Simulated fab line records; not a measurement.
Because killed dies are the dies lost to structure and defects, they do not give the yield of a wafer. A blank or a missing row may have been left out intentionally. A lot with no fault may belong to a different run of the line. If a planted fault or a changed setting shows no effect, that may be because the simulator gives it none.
fab line records | flow nand-harc
record lots=5 | wafers=15 | last-day=33
route steps=1302 shown P_STI@76
lots that met no fault: taken from a fault-free run of the same line
start-h: hours from the record's opening day to when the first of the lot's shown wafers began | wait-h: hours elapsed since this lot's preceding step | " identical to the entry in the row above | L1.1+2: several wafers, shown together as one row | - either no value or no given start | * or withheld: withheld | < > ~ a bound
route shown NAME@n: names a module that has steps shown in the file, with the first one's number in the route | usual: mean and standard deviation over wafers with no fault | same: alike in all rows | chamber/n: place in a boat | sites: per-site readings | _std_site: the standard deviation of these | _edge_site: inner sites' mean taken away from outer sites' mean | radius-mm: for every site, how far away it sits from the centre of the wafer | mask NAME#n: copy n | behind: the tool/chamber that last shaped the wafer | hold: what put the lot on hold/how long, in hours/how the hold closed | device: the transistor (n, p or np) that didn't switch | end of line: tests of these same wafers at the route's end | a step without rows: its recipe alone | killed: dies lost to structure and defects at the first sort, not the wafer's yield | map: dies across one wafer; x = killed, . = not, _ = none there
set.NAME: setting as actually run; set.NAME@STEP: the setting as run at that earlier step | model.NAME: the simulator's own value behind a step, which no gauge read
lots at some steps of the route; a table a step, a row a wafer
services: when a tool's chamber went out of use (start-h, in hours from the record's first day, below 0 if earlier), for how many hours, and the reason
## steps
# step NHARC_P_STI_COAT_41
# recipe temp-c=200 | time-s=65
# step NHARC_P_STI_COAT_03
# recipe spin-rpm=2000 | resist-thk-nm=600
# step NHARC_P_STI_SOFTBAKE_04
# recipe temp-c=125 | time-s=70
# step NHARC_P_STI_EBR_05
# step NHARC_P_STI_EXPOSE_06
# recipe na=0.55 | target-cd-nm=200 | dose-mj=37.69 | mask-id=P_STI
# step NHARC_P_STI_PEB_07
# recipe peb-temp-c=128 | peb-time-s=80
# step NHARC_P_STI_DEVELOP_08
# recipe time-s=50 | dev-temp-c=22
# step NHARC_P_STI_CD_MEAS_09
# recipe target-cd-nm=200 | landing-energy-ev=500
# usual cd-nm=201.5/1.9
lot.wafer | tool      | chamber | start-h | wait-h | cd-nm
L742.2    | cd-sem-01 | 0       | 44.32   | -      | 204.3
L742.3    | "         | 0       | "       | "      | 202.5
L742.4    | "         | 0       | "       | "      | 201.5
L746.3    | cd-sem-01 | 0       | 83.53   | -      | 201.8
L746.4    | "         | 0       | "       | "      | 202.3
L746.5    | "         | 0       | "       | "      | 202.7
L752.1    | cd-sem-03 | 0       | 143.99  | -      | 202.2
L752.2    | "         | 0       | "       | "      | 204.2
L752.4    | "         | 0       | "       | "      | 203.7
L763.1    | cd-sem-03 | 0       | 252.66  | -      | 203.0
L763.2    | "         | 0       | "       | "      | 203.1
L763.3    | "         | 0       | "       | "      | 200.9
L765.1    | cd-sem-03 | 0       | 273.42  | -      | 201.3
L765.2    | "         | 0       | "       | "      | 201.1
L765.6    | "         | 0       | "       | "      | 199.4
# step NHARC_P_STI_OVL_MEAS_10
# usual overlay-x-nm=-2/5.8 | overlay-y-nm=-1/5.5
lot.wafer | tool       | chamber | start-h | wait-h | overlay-x-nm | overlay-y-nm
L742.2    | overlay-02 | -       | 44.41   | -      | 2            | -3
L742.3    | "          | -       | "       | "      | 2            | -3
L742.4    | "          | -       | "       | "      | 2            | -3
L746.3    | overlay-01 | -       | 83.61   | -      | 3            | 7
L746.4    | "          | -       | "       | "      | 4            | 7
L746.5    | "          | -       | "       | "      | 4            | 7
L752.1    | overlay-02 | -       | 144.08  | -      | 1            | 1
L752.2    | "          | -       | "       | "      | 2            | 1
L752.4    | "          | -       | "       | "      | 1            | 0
L763.1    | overlay-02 | -       | 252.75  | -      | -4           | -3
L763.2    | "          | -       | "       | "      | -4           | -3
L763.3    | "          | -       | "       | "      | -4           | -3
L765.1    | overlay-01 | -       | 273.50  | -      | 2            | -8
L765.2    | "          | -       | "       | "      | 2            | -8
L765.6    | "          | -       | "       | "      | 1            | -8
# step NHARC_P_STI_INSPECT_11
# usual raw-defect-count=6/3.1
lot.wafer | tool              | chamber | start-h | wait-h | raw-defect-count
L742.2    | defect-inspect-02 | -       | 44.44   | 0.0    | 11
L742.3    | "                 | -       | "       | "      | 6
L742.4    | "                 | -       | "       | "      | 9
L746.3    | defect-inspect-02 | -       | 83.65   | 0.0    | 7
L746.4    | "                 | -       | "       | "      | 7
L746.5    | "                 | -       | "       | "      | 14
L752.1    | defect-inspect-02 | -       | 144.12  | 0.0    | 4
L752.2    | "                 | -       | "       | "      | 11
L752.4    | "                 | -       | "       | "      | 8
L763.1    | defect-inspect-02 | -       | 252.79  | 0.0    | 7
L763.2    | "                 | -       | "       | "      | 7
L763.3    | "                 | -       | "       | "      | 10
L765.1    | defect-inspect-02 | -       | 273.54  | 0.0    | 8
L765.2    | "                 | -       | "       | "      | 5
L765.6    | "                 | -       | "       | "      | 8
# step NHARC_P_STI_HARDBAKE_13
# recipe temp-c=118 | time-s=65
# step NHARC_P_STI_DESCUM_14
# recipe time-s=3 | o2-flow-sccm=200 | ar-flow-sccm=0 | bias-power-w=0 | chemistry=O2
# usual drypump-motor-current-A=5.7/0.45 | oes-product-au=0.999/0.0087 | rf-vpp-V=58.0/0.9 | showerhead-plenum-p-Torr=1.96/0.068 | throttle-valve-pct=11.311/0.0099
lot.wafer | tool        | chamber | start-h | wait-h | drypump-motor-current-A | oes-product-au | rf-hours-counter-h | rf-vpp-V | showerhead-plenum-p-Torr | throttle-valve-pct
L742.2    | rie-diel-05 | 2       | 44.59   | -      | 5.4                     | 0.994          | 7                  | 58.7     | 1.99                     | 11.306
L742.3    | "           | 3       | "       | "      | 5.4                     | 0.994          | 7                  | 58.0     | 1.87                     | 11.307
L742.4    | "           | 0       | "       | "      | 5.5                     | 1.001          | 8                  | 55.7     | 1.88                     | 11.312
L746.3    | rie-diel-04 | 3       | 83.78   | -      | 6.1                     | 1.019          | 4                  | 57.6     | 1.89                     | 11.298
L746.4    | "           | 0       | "       | "      | 5.1                     | 0.991          | 4                  | 56.7     | 2.04                     | 11.313
L746.5    | "           | 0       | "       | "      | 5.1                     | 0.999          | -                  | 59.3     | 2.04                     | 11.313
L752.4    | rie-diel-04 | 1       | 144.25  | -      | 6.2                     | 1.011          | 7                  | 58.7     | 2.01                     | 11.302
L752.2    | "           | 2       | "       | "      | 5.4                     | 1.009          | 7                  | 57.2     | 2.03                     | 11.306
L752.1    | "           | 0       | "       | "      | 5.1                     | 1.000          | 7                  | 56.9     | 2.04                     | 11.323
L763.1    | rie-diel-04 | 2       | 252.92  | -      | 5.4                     | 0.994          | 4                  | 58.7     | 2.03                     | 11.289
L763.2    | "           | 0       | "       | "      | 5.1                     | 0.998          | 3                  | 58.7     | 2.04                     | 11.325
L763.3    | "           | 1       | "       | "      | 6.2                     | 1.013          | 3                  | 58.3     | 2.01                     | 11.304
L765.1    | rie-diel-05 | 1       | 273.68  | -      | 6.3                     | 0.998          | 2                  | 58.4     | 1.95                     | 11.307
L765.2    | "           | 2       | "       | "      | 5.5                     | 0.987          | 2                  | 57.8     | 1.98                     | 11.310
L765.6    | "           | 2       | "       | "      | 5.4                     | 1.004          | -                  | 56.4     | 1.98                     | 11.313
# step NHARC_P_STI_ETCH_42
# recipe target-depth-a=800 | overetch-a=240 | time-s=61 | ion-energy-ev=200 | n2-flow-sccm=150 | h2-flow-sccm=150 | ar-flow-sccm=0 | rf-w=400 | bias-w=150 | chemistry=N2/H2
# usual drypump-motor-current-A=5.7/0.44 | oes-product-au=0.998/0.0087 | rf-vpp-V=432.0/2.3 | showerhead-plenum-p-Torr=2.09/0.074 | throttle-valve-pct=14.172/0.009
lot.wafer | tool        | chamber | start-h | wait-h | drypump-motor-current-A | oes-product-au | rf-hours-counter-h | rf-vpp-V | showerhead-plenum-p-Torr | throttle-valve-pct
L742.4    | rie-diel-05 | 0       | 44.66   | 0.1    | 5.5                     | 0.992          | 8                  | 427.5    | 2.01                     | 14.161
L742.2    | "           | 2       | "       | "      | 5.5                     | 0.993          | 7                  | 433.0    | 2.12                     | 14.178
L742.3    | "           | 3       | "       | "      | 5.3                     | 1.003          | 7                  | 429.1    | 1.99                     | 14.176
L746.3    | rie-diel-04 | 1       | 83.88   | 0.1    | 6.2                     | 0.997          | 4                  | 434.3    | 2.15                     | 14.172
L746.4    | "           | 2       | "       | "      | 5.4                     | 1.004          | 4                  | 434.1    | 2.17                     | 14.172
L746.5    | "           | 3       | "       | "      | 6.1                     | 1.011          | -                  | 431.3    | 2.01                     | 14.171
L752.2    | rie-diel-04 | 0       | 144.34  | 0.1    | 5.1                     | 0.861          | 7                  | 435.1    | 2.18                     | 14.183
L752.1    | "           | 2       | "       | "      | 5.4                     | 0.991          | 7                  | 434.1    | 2.17                     | 14.167
L752.4    | "           | 3       | "       | "      | 6.1                     | 1.022          | 7                  | 428.7    | 2.01                     | 14.186
L763.2    | rie-diel-04 | 0       | 253.01  | 0.1    | 5.1                     | 0.994          | 3                  | 434.7    | 2.18                     | 14.172
L763.1    | "           | 1       | "       | "      | 6.2                     | 1.003          | 3                  | 433.8    | 2.15                     | 14.174
L763.3    | "           | 3       | "       | "      | 6.1                     | 0.997          | 4                  | 429.7    | 2.01                     | 14.185
L765.1    | rie-diel-05 | 1       | 273.78  | 0.1    | 6.3                     | 0.995          | 2                  | 432.0    | 2.08                     | 14.176
L765.2    | "           | 2       | "       | "      | 5.4                     | 0.999          | 2                  | 433.7    | 2.12                     | 14.167
L765.6    | "           | 0       | "       | "      | 5.5                     | 1.012          | -                  | 428.7    | 2.00                     | 14.179
# step NHARC_P_STI_ETCH_31
# recipe target-depth-a=1089 | time-s=54.5 | cf4-flow-sccm=100 | chf3-flow-sccm=30 | ar-flow-sccm=0 | rf-w=500 | bias-w=200 | chemistry=CF4/CHF3
# usual drypump-motor-current-A=5.7/0.44 | oes-product-au=0.955/0.02 | rf-vpp-V=371.7/1.9 | showerhead-plenum-p-Torr=1.61/0.054 | throttle-valve-pct=16.803/0.0093
lot.wafer | tool        | chamber | start-h | wait-h | drypump-motor-current-A | oes-product-au | rf-hours-counter-h | rf-vpp-V | showerhead-plenum-p-Torr | throttle-valve-pct
L742.2    | rie-diel-05 | 0       | -       | -      | 5.5                     | 0.970          | 8                  | 369.7    | 1.55                     | 16.807
L742.4    | "           | 1       | "       | "      | 6.3                     | 0.936          | 9                  | 369.9    | 1.60                     | 16.813
L742.3    | "           | 2       | "       | "      | 5.4                     | 0.948          | 8                  | 373.1    | 1.63                     | 16.805
L746.3    | rie-diel-04 | 0       | -       | -      | 5.0                     | 0.924          | 4                  | 373.7    | 1.67                     | 16.801
L746.4    | "           | 3       | "       | "      | 6.1                     | 0.941          | 4                  | 369.4    | 1.55                     | 16.793
L746.5    | "           | 0       | "       | "      | 5.1                     | 0.928          | -                  | 373.4    | 1.67                     | 16.797
L752.2    | rie-diel-04 | 1       | -       | -      | 6.2                     | 0.972          | 7                  | 372.2    | 1.65                     | 16.807
L752.4    | "           | 2       | "       | "      | 5.4                     | 0.963          | 7                  | 373.0    | 1.67                     | 16.786
L752.1    | "           | 3       | "       | "      | 6.1                     | 0.995          | 7                  | 369.1    | 1.55                     | 16.792
L763.3    | rie-diel-04 | 1       | -       | -      | 6.2                     | 0.992          | 3                  | 373.0    | 1.65                     | 16.800
L763.2    | "           | 2       | "       | "      | 5.4                     | 0.959          | 4                  | 374.1    | 1.67                     | 16.808
L763.1    | "           | 3       | "       | "      | 6.1                     | 0.958          | 4                  | 369.1    | 1.55                     | 16.778
L765.2    | rie-diel-05 | 2       | -       | -      | 5.4                     | 0.944          | 2                  | 372.3    | 1.63                     | 16.825
L765.1    | "           | 0       | "       | "      | 5.4                     | 0.955          | 2                  | 369.2    | 1.55                     | 16.791
L765.6    | "           | 0       | "       | "      | 5.4                     | 0.968          | -                  | 369.8    | 1.55                     | 16.808
## services
tool        | chamber | start-h | hours | kind
rie-diel-05 | 1       | 31.45   | 7.3   | repair
rie-diel-04 | 0       | 34.40   | -     | clean
rie-diel-04 | 1       | 34.40   | -     | clean
rie-diel-04 | 2       | 34.40   | -     | clean
rie-diel-04 | 3       | 34.40   | -     | clean
rie-diel-05 | -       | 52.60   | 9.0   | pm
rie-diel-04 | 0       | 58.90   | -     | clean
rie-diel-04 | 1       | 58.90   | -     | clean
rie-diel-04 | 2       | 58.90   | -     | clean
rie-diel-04 | 3       | 58.90   | -     | clean
rie-diel-05 | 1       | 76.13   | 22.1  | repair
rie-diel-04 | 0       | 83.40   | -     | clean
rie-diel-04 | 1       | 83.40   | -     | clean
rie-diel-04 | 2       | 83.40   | -     | clean
rie-diel-04 | 3       | 83.40   | -     | clean
rie-diel-05 | -       | 95.25   | 0.4   | repair
rie-diel-04 | 0       | 107.90  | -     | clean
rie-diel-04 | 1       | 107.90  | -     | clean
rie-diel-04 | 2       | 107.90  | -     | clean
rie-diel-04 | 3       | 119.86  | 4.6   | repair
rie-diel-04 | -       | 177.90  | 9.0   | pm
rie-diel-05 | 1       | 191.23  | 5.5   | repair
rie-diel-05 | -       | 229.60  | 9.0   | pm
rie-diel-05 | 3       | 260.30  | 22.7  | repair
## key
first-sign step=NHARC_P_STI_ETCH_42 | reading=oes-product-au | direction=down | sigmas=16 | usual=0.998 | struck=0.861
effect none on later readings
met-at NHARC_P_STI_ETCH_42
struck-wafers L752.2
tester-left-out L752
fault kind=process-parameter-drift | tool=rie-diel-04 | chamber=0 | onset-h=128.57 | steps=NHARC_P_STI_ETCH_42 | channel=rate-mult | offset=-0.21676 | shape=step | end-h=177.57
# tester-left-out: of these lots the tester's yield and bins aren't shown, on N5 and GAA mostly nor the transistor test; their killed dies are dies lost to structure and defects alone, not to doping, threshold or leakage, so they don't give the yield
